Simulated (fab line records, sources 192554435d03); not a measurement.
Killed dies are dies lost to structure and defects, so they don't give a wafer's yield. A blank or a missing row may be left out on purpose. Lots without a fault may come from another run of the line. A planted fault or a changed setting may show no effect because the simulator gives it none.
Chamber matching | flow n5_finfet | N5_GATE_CUT_CMP_61 on cmp-03: 4 sister chambers
The step polishes, stops on SiNx, t overpolish 3 s. 8 wafers are shown with their chamber, then 7 later ones without.

WAFERS WITH THEIR CHAMBER
wafer  | chamber | motor_current_A (A) | head_pressure_psi (psi)
L074.1 | 2       | 12.8                | 4.007
L074.5 | 0       | 11.0                | 3.999
L074.6 | 3       | 11.2                | 4.002
L079.3 | 3       | 11.3                | 4.004
L079.4 | 2       | 12.4                | 4.002
L079.6 | 1       | 12.8                | 3.994
L088.2 | 1       | 12.6                | 4.005
L088.3 | 0       | 11.1                | 4.014

WAFERS WITHOUT THEIR CHAMBER
wafer  | motor_current_A (A) | head_pressure_psi (psi)
L088.5 | 12.5                | 4.006
L092.3 | 11.3                | 4.001
L092.4 | 12.0                | 4.005
L092.6 | 12.5                | 4.002
L094.1 | 11.4                | 3.994
L094.2 | 12.3                | 3.994
L094.5 | 12.2                | 4.009

WHICH CHAMBER EACH WENT THROUGH
wafer  | from the rows above          | in truth
L088.5 | can't be placed: 2 or 1      | 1
L092.3 | can't be placed: 3 or 0      | 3
L092.4 | can't be placed: 2 or 1 or 3 | 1
L092.6 | can't be placed: 2 or 1      | 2
L094.1 | can't be placed: 3 or 0      | 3
L094.2 | can't be placed: 2 or 1      | 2
L094.5 | can't be placed: 2 or 1      | 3
Placed correctly: 0 of 7. Can't be placed from these rows: 7 (the true chamber is among the candidates in 6). Placed wrongly: 0.
How it was worked out, from the rows above alone: a wafer's distance from a chamber is the root of the sum, over the readings, of the square of ((its reading less the chamber's mean) divided by the reading's scatter). The wafer belongs to the nearest chamber; if the next one is less than 2 further off, it can't be placed. A chamber's mean is the mean of its shown wafers. The scatter: the root of (the sum of the squares of (reading less its chamber's mean) over the shown wafers, divided by (wafers less chambers)).
